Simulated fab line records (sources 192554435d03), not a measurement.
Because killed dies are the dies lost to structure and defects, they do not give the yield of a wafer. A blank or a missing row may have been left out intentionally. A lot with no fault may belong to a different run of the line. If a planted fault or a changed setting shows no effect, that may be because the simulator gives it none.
Which tool is to blame? + flow n5 finfet + Sampling: 24 lots, 72 wafers, 6 of 1938 route steps

WHAT EACH GAUGE READ, for each wafer
N5_BEOL_M12_RS_MEAS_54: measures by four-point-probe. Usual: for M12_RS the level is 0.0604 ohm/sq and the standard deviation is 0.0011.
| lot  | measured     | on            | M12_RS (ohm/sq)      | flag |
|------|--------------|---------------|----------------------|------|
| L075 | day 11 18:38 | film metro-02 | 0.0607 0.0602 0.0613 |      |
| L074 | day 11 17:38 | film metro-02 | 0.0606 0.0607 0.0609 |      |
| L076 | day 12 00:25 | film metro-01 | 0.0602 0.0615 0.0612 |      |
| L079 | day 12 07:44 | film metro-01 | 0.0593 0.0604 0.0605 |      |
| L077 | day 12 19:44 | film metro-01 | 0.0606 0.0603 0.0601 |      |
| L078 | day 13 06:07 | film metro-02 | 0.0607 0.0622 0.0617 |      |
| L081 | day 13 08:59 | film metro-01 | 0.0625 0.0607 0.0600 |      |
| L080 | day 13 14:13 | film metro-02 | 0.0607 0.0588 0.0591 |      |
| L082 | day 13 19:47 | film metro-02 | 0.0584 0.0587 0.0588 |      |
| L083 | day 13 20:25 | film metro-01 | 0.0623 0.0617 0.0615 |      |
| L084 | day 14 02:29 | film metro-02 | 0.0598 0.0603 0.0593 |      |
| L085 | day 14 03:01 | film metro-01 | 0.0607 0.0612 0.0606 |      |
| L086 | day 14 19:28 | film metro-02 | 0.0592 0.0590 0.0597 |      |
| L087 | day 15 00:57 | film metro-02 | 0.0609 0.0602 0.0585 |      |
| L090 | day 15 04:50 | film metro-01 | 0.0587 0.0597 0.0582 |      |
| L088 | day 15 10:05 | film metro-01 | 0.0583 0.0607 0.0594 |      |
| L089 | day 15 10:19 | film metro-02 | 0.0610 0.0609 0.0601 |      |
| L092 | day 15 18:26 | film metro-01 | 0.0608 0.0612 0.0610 |      |
| L091 | day 16 02:01 | film metro-01 | 0.0595 0.0603 0.0609 |      |
| L093 | day 16 04:50 | film metro-01 | 0.0620 0.0601 0.0614 |      |
| L095 | day 16 16:37 | film metro-02 | 0.0595 0.0615 0.0612 |      |
| L094 | day 16 17:25 | film metro-02 | 0.0612 0.0611 0.0610 |      |
| L096 | day 17 14:33 | film metro-02 | 0.0593 0.0610 0.0585 |      |
| L097 | day 19 06:44 | film metro-01 | 0.0626 0.0612 0.0617 |      |

N5_BEOL_M13_THK_MEAS_01. Usual: for M13_ILD_THK the level is 838 nm and the standard deviation is 12.
| lot  | measured     | on            | M13_ILD_THK (nm) | flag |
|------|--------------|---------------|------------------|------|
| L075 | day 11 18:54 | film metro-02 | 820 830 840      |      |
| L074 | day 11 17:50 | film metro-02 | 835 842 851      |      |
| L076 | day 12 00:37 | film metro-02 | 842 849 840      |      |
| L079 | day 12 07:56 | film metro-01 | 849 823 852      |      |
| L077 | day 12 19:57 | film metro-02 | 827 836 842      |      |
| L078 | day 13 06:20 | film metro-02 | 824 841 848      |      |
| L081 | day 13 09:13 | film metro-01 | 824 843 849      |      |
| L080 | day 13 14:26 | film metro-01 | 828 827 851      |      |
| L082 | day 13 20:00 | film metro-01 | 829 848 845      |      |
| L083 | day 13 20:37 | film metro-01 | 838 868 852      |      |
| L084 | day 14 02:41 | film metro-01 | 820 824 822      |      |
| L085 | day 14 03:14 | film metro-02 | 844 825 857      |      |
| L086 | day 14 19:40 | film metro-01 | 826 834 843      |      |
| L087 | day 15 01:10 | film metro-02 | 842 853 853      |      |
| L090 | day 15 05:03 | film metro-01 | 848 845 860      |      |
| L088 | day 15 10:18 | film metro-01 | 834 825 843      |      |
| L089 | day 15 10:32 | film metro-01 | 824 840 848      |      |
| L092 | day 15 18:39 | film metro-01 | 853 844 849      |      |
| L091 | day 16 02:13 | film metro-02 | 841 848 843      |      |
| L093 | day 16 05:02 | film metro-02 | 825 826 840      |      |
| L095 | day 16 16:53 | film metro-01 | 839 843 861      |      |
| L094 | day 16 17:38 | film metro-01 | 839 840 849      |      |
| L096 | day 17 14:46 | film metro-02 | 829 826 836      |      |
| L097 | day 19 06:57 | film metro-02 | 825 832 847      |      |

WHAT TOOL EACH LOT RAN ON (gives the tool, then ch and the chambers of the sampled wafers, and finally the start)
| lot  | N5_BEOL_M11_HM_OPEN_17            | N5_BEOL_M11_PRE_CLEAN_45     | N5_BEOL_M11_SPUTTER_48       | N5_BEOL_M12_ETCH_68                |
|------|-----------------------------------|------------------------------|------------------------------|------------------------------------|
| L075 | rie metal-01 ch 1, day 11 03:58   | pvd sputter-01, day 11 08:25 | pvd sputter-01, day 11 10:29 | rie diel-04 ch 0,1,3, day 11 13:15 |
| L074 | rie metal-02 ch 0,1, day 11 04:07 | pvd sputter-02, day 11 07:47 | pvd sputter-03, day 11 08:20 | rie diel-04 ch 1,2,3, day 11 11:23 |
| L076 | rie metal-01 ch 1, day 11 13:52   | pvd sputter-01, day 11 16:13 | pvd sputter-02, day 11 18:11 | rie diel-04 ch 0,2, day 11 21:34   |
| L079 | rie metal-03 ch 0,1, day 11 18:49 | pvd sputter-01, day 11 22:27 | pvd sputter-01, day 11 23:31 | rie diel-04 ch 0,2,3, day 12 03:20 |
| L077 | rie metal-03 ch 0, day 12 10:22   | pvd sputter-02, day 12 12:27 | pvd sputter-03, day 12 13:13 | rie diel-01 ch 0,2,3, day 12 16:28 |
| L078 | rie metal-03 ch 1, day 12 13:10   | pvd sputter-03, day 12 18:49 | pvd sputter-01, day 12 19:27 | rie diel-04 ch 1,3, day 12 23:40   |
| L081 | rie metal-02 ch 0,1, day 12 23:20 | pvd sputter-02, day 13 02:57 | pvd sputter-01, day 13 03:32 | rie diel-04 ch 0,1, day 13 06:49   |
| L080 | rie metal-03 ch 0,1, day 13 03:29 | pvd sputter-03, day 13 07:38 | pvd sputter-03, day 13 08:47 | rie diel-01 ch 0,1, day 13 11:46   |
| L082 | rie metal-03 ch 0,1, day 13 08:07 | pvd sputter-02, day 13 11:44 | pvd sputter-02, day 13 12:30 | rie diel-02 ch 2,3, day 13 15:20   |
| L083 | rie metal-02 ch 0,1, day 13 08:22 | pvd sputter-02, day 13 12:23 | pvd sputter-03, day 13 13:24 | rie diel-04 ch 1,2,3, day 13 16:32 |
| L084 | rie metal-03 ch 0,1, day 13 13:08 | pvd sputter-01, day 13 15:18 | pvd sputter-03, day 13 15:58 | rie diel-01 ch 2,3, day 13 18:58   |
| L085 | rie metal-01 ch 0, day 13 15:28   | pvd sputter-01, day 13 17:37 | pvd sputter-01, day 13 18:18 | rie diel-04 ch 0,3, day 13 21:03   |
| L086 | rie metal-02 ch 0,1, day 14 09:08 | pvd sputter-01, day 14 11:18 | pvd sputter-02, day 14 13:26 | rie diel-01 ch 2,3, day 14 16:22   |
| L087 | rie metal-01 ch 0,1, day 14 16:01 | pvd sputter-02, day 14 19:15 | pvd sputter-01, day 14 19:53 | rie diel-02 ch 0,1,2, day 14 22:52 |
| L090 | rie metal-01 ch 0,1, day 14 20:58 | pvd sputter-01, day 14 22:50 | pvd sputter-02, day 14 23:27 | rie diel-01 ch 0,1,3, day 15 02:41 |
| L088 | rie metal-02 ch 0,1, day 14 22:44 | pvd sputter-02, day 15 03:00 | pvd sputter-01, day 15 03:37 | rie diel-02 ch 1,2, day 15 06:22   |
| L089 | rie metal-03 ch 0,1, day 14 22:58 | pvd sputter-02, day 15 03:12 | pvd sputter-02, day 15 03:55 | rie diel-04 ch 1,2,3, day 15 06:48 |
| L092 | rie metal-03 ch 0,1, day 15 03:17 | pvd sputter-02, day 15 10:26 | pvd sputter-02, day 15 11:02 | rie diel-04 ch 0,2, day 15 13:49   |
| L091 | rie metal-02 ch 0,1, day 15 11:26 | pvd sputter-01, day 15 15:57 | pvd sputter-01, day 15 16:43 | rie diel-02 ch 0,1,2, day 15 20:02 |
| L093 | rie metal-01 ch 0, day 15 19:23   | pvd sputter-03, day 15 22:27 | pvd sputter-03, day 15 23:05 | rie diel-04 ch 1,3, day 16 02:11   |
| L095 | rie metal-02 ch 0,1, day 16 03:11 | pvd sputter-01, day 16 06:23 | pvd sputter-03, day 16 07:01 | rie diel-04 ch 1,2,3, day 16 09:53 |
| L094 | rie metal-01 ch 0,1, day 16 03:48 | pvd sputter-01, day 16 06:28 | pvd sputter-01, day 16 07:11 | rie diel-04 ch 0,3, day 16 10:23   |
| L096 | rie metal-02 ch 0, day 17 05:59   | pvd sputter-03, day 17 08:20 | pvd sputter-03, day 17 08:53 | rie diel-02 ch 1,2,3, day 17 12:25 |
| L097 | rie metal-02 ch 0,1, day 18 14:49 | pvd sputter-01, day 18 18:53 | pvd sputter-02, day 18 20:25 | rie diel-04 ch 0,1,2, day 18 23:17 |
- N5_BEOL_M11_HM_OPEN_17: chemistry Cl2/BCl3, target TiN, target depth 20 nm, overetch 6 nm.
- N5_BEOL_M11_PRE_CLEAN_45: time 30 s.
- N5_BEOL_M11_SPUTTER_48: material Cu, target thk 12 nm, time 2 s.
- N5_BEOL_M12_ETCH_68: etches SOC in N2/H2, time 285 s.

WHAT THE TOOLS THEMSELVES READ (means of the sampled wafers that have a number; where no wafer has one, the mark that the record gives instead)
N5_BEOL_M11_HM_OPEN_17. Usual: drypump motor current A 5.5 A, standard deviation 0.33; mfc ar sccm 25.00 sccm, standard deviation 0.074; mfc cl2 sccm 53.24 sccm, standard deviation 0.16; oes product au 0.66 a.u., standard deviation 0.081; throttle valve pct 22.16 %, standard deviation 0.22.
| lot  | tool         | drypump motor current A (A) | mfc ar sccm (sccm) | mfc cl2 sccm (sccm) | oes product au (a.u.) | throttle valve pct (%) | flag |
|------|--------------|-----------------------------|--------------------|---------------------|-----------------------|------------------------|------|
| L075 | rie metal-01 | 5.2                         | 25.01              | 53.36               | 0.58                  | 22.48                  |      |
| L074 | rie metal-02 | 5.3                         | 25.05              | 53.19               | 0.65                  | 21.93                  |      |
| L076 | rie metal-01 | 5.2                         | 25.02              | 53.51               | 0.59                  | 22.47                  |      |
| L079 | rie metal-03 | 5.7                         | 25.01              | 53.18               | 0.70                  | 22.16                  |      |
| L077 | rie metal-03 | 6.0                         | 24.93              | 53.35               | 0.60                  | 22.35                  |      |
| L078 | rie metal-03 | 5.5                         | 25.04              | 53.19               | 0.74                  | 22.06                  |      |
| L081 | rie metal-02 | 5.4                         | 24.94              | 53.12               | 0.61                  | 21.93                  |      |
| L080 | rie metal-03 | 5.8                         | 24.97              | 53.32               | 0.65                  | 22.26                  |      |
| L082 | rie metal-03 | 5.8                         | 25.01              | 53.26               | 0.65                  | 22.24                  |      |
| L083 | rie metal-02 | 5.4                         | 24.98              | 53.05               | 0.61                  | 21.94                  |      |
| L084 | rie metal-03 | 5.7                         | 25.03              | 53.12               | 0.69                  | 22.16                  |      |
| L085 | rie metal-01 | 6.0                         | 25.01              | 53.22               | 0.80                  | 22.30                  |      |
| L086 | rie metal-02 | 5.4                         | 25.02              | 53.11               | 0.61                  | 21.93                  |      |
| L087 | rie metal-01 | 5.7                         | 25.00              | 53.40               | 0.72                  | 22.35                  |      |
| L090 | rie metal-01 | 5.7                         | 25.05              | 53.11               | 0.72                  | 22.37                  |      |
| L088 | rie metal-02 | 5.4                         | 24.95              | 53.14               | 0.60                  | 21.95                  |      |
| L089 | rie metal-03 | 5.8                         | 24.92              | 53.33               | 0.63                  | 22.26                  |      |
| L092 | rie metal-03 | 5.8                         | 25.01              | 53.35               | 0.63                  | 22.27                  |      |
| L091 | rie metal-02 | 5.3                         | 24.97              | 53.30               | 0.64                  | 21.94                  |      |
| L093 | rie metal-01 | 6.0                         | 25.06              | 52.98               | 0.77                  | 22.31                  |      |
| L095 | rie metal-02 | 5.2                         | 25.02              | 53.37               | 0.64                  | 21.93                  |      |
| L094 | rie metal-01 | 5.7                         | 25.03              | 53.42               | 0.71                  | 22.36                  |      |
| L096 | rie metal-02 | 5.1                         | 25.01              | 53.33               | 0.67                  | 21.94                  |      |
| L097 | rie metal-02 | 5.4                         | 25.08              | 53.17               | 0.77                  | 21.79                  |      |

N5_BEOL_M11_PRE_CLEAN_45. Usual: heater power w 345 W, standard deviation 37.
| lot  | tool           | heater power w (W) | flag |
|------|----------------|--------------------|------|
| L075 | pvd sputter-01 | 358                |      |
| L074 | pvd sputter-02 | 310                |      |
| L076 | pvd sputter-01 | 371                |      |
| L079 | pvd sputter-01 | 355                |      |
| L077 | pvd sputter-02 | 322                |      |
| L078 | pvd sputter-03 | 322                |      |
| L081 | pvd sputter-02 | 348                |      |
| L080 | pvd sputter-03 | 341                |      |
| L082 | pvd sputter-02 | 347                |      |
| L083 | pvd sputter-02 | 330                |      |
| L084 | pvd sputter-01 | 354                |      |
| L085 | pvd sputter-01 | 356                |      |
| L086 | pvd sputter-01 | 370                |      |
| L087 | pvd sputter-02 | 299                |      |
| L090 | pvd sputter-01 | 356                |      |
| L088 | pvd sputter-02 | 354                |      |
| L089 | pvd sputter-02 | 318                |      |
| L092 | pvd sputter-02 | 332                |      |
| L091 | pvd sputter-01 | 358                |      |
| L093 | pvd sputter-03 | 320                |      |
| L095 | pvd sputter-01 | 345                |      |
| L094 | pvd sputter-01 | 350                |      |
| L096 | pvd sputter-03 | 363                |      |
| L097 | pvd sputter-01 | 357                |      |

N5_BEOL_M11_SPUTTER_48. Usual: chuck gas flow sccm 1.25 sccm, standard deviation 0.052; throttle valve pct 30.3 %, standard deviation 1.1.
| lot  | tool           | chuck gas flow sccm (sccm) | throttle valve pct (%) | flag |
|------|----------------|----------------------------|------------------------|------|
| L075 | pvd sputter-01 | 1.29                       | 30.7                   |      |
| L074 | pvd sputter-03 | 1.27                       | 30.9                   |      |
| L076 | pvd sputter-02 | 1.23                       | 29.8                   |      |
| L079 | pvd sputter-01 | 1.25                       | 30.0                   |      |
| L077 | pvd sputter-03 | 1.26                       | 30.4                   |      |
| L078 | pvd sputter-01 | 1.24                       | 31.4                   |      |
| L081 | pvd sputter-01 | 1.27                       | 31.1                   |      |
| L080 | pvd sputter-03 | 1.22                       | 31.1                   |      |
| L082 | pvd sputter-02 | 1.26                       | 29.2                   |      |
| L083 | pvd sputter-03 | 1.23                       | 30.2                   |      |
| L084 | pvd sputter-03 | 1.22                       | 30.8                   |      |
| L085 | pvd sputter-01 | 1.30                       | 30.8                   |      |
| L086 | pvd sputter-02 | 1.24                       | 28.6                   |      |
| L087 | pvd sputter-01 | 1.28                       | 31.4                   |      |
| L090 | pvd sputter-02 | 1.24                       | 29.5                   |      |
| L088 | pvd sputter-01 | 1.26                       | 31.3                   |      |
| L089 | pvd sputter-02 | 1.27                       | 29.1                   |      |
| L092 | pvd sputter-02 | 1.29                       | 29.3                   |      |
| L091 | pvd sputter-01 | 1.29                       | 31.3                   |      |
| L093 | pvd sputter-03 | 1.22                       | 30.7                   |      |
| L095 | pvd sputter-03 | 1.25                       | 30.5                   |      |
| L094 | pvd sputter-01 | 1.30                       | 31.4                   |      |
| L096 | pvd sputter-03 | 1.26                       | 30.6                   |      |
| L097 | pvd sputter-02 | 1.25                       | 29.4                   |      |

N5_BEOL_M12_ETCH_68. Usual: drypump motor current A 5.8 A, standard deviation 0.41; n2 flow sccm 199.9 sccm, standard deviation 0.58; oes product au 0.80 a.u., standard deviation 0.083; rf vpp V 524.6 V, standard deviation 2.7; showerhead plenum p Torr 2.57 Torr, standard deviation 0.099; throttle valve pct 17.70 %, standard deviation 0.16.
| lot  | tool        | drypump motor current A (A) | n2 flow sccm (sccm) | oes product au (a.u.) | rf vpp V (V) | showerhead plenum p Torr (Torr) | throttle valve pct (%) | flag |
|------|-------------|-----------------------------|---------------------|-----------------------|--------------|---------------------------------|------------------------|------|
| L075 | rie diel-04 | 6.0                         | 199.4               | 0.77                  | 525.7        | 2.61                            | 17.82                  |      |
| L074 | rie diel-04 | 6.0                         | 199.2               | 0.74                  | 523.4        | 2.53                            | 17.76                  |      |
| L076 | rie diel-04 | 5.8                         | 199.8               | 0.82                  | 523.3        | 2.54                            | 17.55                  |      |
| L079 | rie diel-04 | 5.8                         | 199.7               | 0.79                  | 524.2        | 2.56                            | 17.69                  |      |
| L077 | rie diel-01 | 5.4                         | 200.6               | 0.78                  | 526.5        | 2.63                            | 17.75                  |      |
| L078 | rie diel-04 | 6.2                         | 199.7               | 0.69                  | 525.7        | 2.58                            | 17.92                  |      |
| L081 | rie diel-04 | 5.9                         | 199.0               | 0.80                  | 527.0        | 2.67                            | 17.78                  |      |
| L080 | rie diel-01 | 5.2                         | 200.4               | 0.84                  | 522.4        | 2.49                            | 17.68                  |      |
| L082 | rie diel-02 | 5.8                         | 200.3               | 0.94                  | 527.0        | 2.68                            | 17.67                  |      |
| L083 | rie diel-04 | 6.0                         | 199.8               | 0.72                  | 522.8        | 2.52                            | 17.79                  |      |
| L084 | rie diel-01 | 5.9                         | 200.3               | 0.82                  | 527.7        | 2.69                            | 17.76                  |      |
| L085 | rie diel-04 | 5.7                         | 199.9               | 0.80                  | 526.4        | 2.63                            | 17.79                  |      |
| L086 | rie diel-01 | 5.4                         | 199.4               | 0.80                  | 527.3        | 2.68                            | 17.70                  |      |
| L087 | rie diel-02 | 5.6                         | 199.7               | 0.78                  | 523.1        | 2.54                            | 17.77                  |      |
| L090 | rie diel-01 | 5.0                         | 200.1               | 0.79                  | 523.6        | 2.55                            | 17.71                  |      |
| L088 | rie diel-02 | 5.8                         | 200.3               | 0.86                  | 525.9        | 2.61                            | 17.81                  |      |
| L089 | rie diel-04 | 6.0                         | 199.9               | 0.81                  | 523.7        | 2.52                            | 17.66                  |      |
| L092 | rie diel-04 | 5.7                         | 199.8               | 0.78                  | 524.3        | 2.52                            | 17.61                  |      |
| L091 | rie diel-02 | 5.6                         | 200.0               | 0.87                  | 523.9        | 2.54                            | 17.63                  |      |
| L093 | rie diel-04 | 6.0                         | 199.8               | 0.77                  | 524.1        | 2.54                            | 17.80                  |      |
| L095 | rie diel-04 | 6.0                         | 199.7               | 0.78                  | 523.5        | 2.52                            | 17.69                  |      |
| L094 | rie diel-04 | 5.7                         | 199.7               | 0.77                  | 526.1        | 2.63                            | 17.82                  |      |
| L096 | rie diel-02 | 5.8                         | 200.2               | 0.81                  | 524.5        | 2.57                            | 17.72                  |      |
| L097 | rie diel-04 | 6.0                         | 200.3               | 0.80                  | 524.1        | 2.56                            | 17.66                  |      |

THE ANSWER, worked out from the rows above alone
Rule: a lot counts as off when the mean over its wafers that have a number is more than 3 standard deviations away from the usual mean. Also off: a lot with no number at a reading for which 4 or more lots have one. Any other lot the step has rows for is counted as sound. After the gauges, taken in route order, come the tools' own readings; for these a lot's mean is taken, as printed above. The first step at which some lot is off is used, and at that step the reading that is off furthest; a lot without a number counts as furthest.
Across all readings shown, no lot is off: no conclusion can be drawn from this.

WHAT HAD BEEN PUT IN BY THE SIMULATOR
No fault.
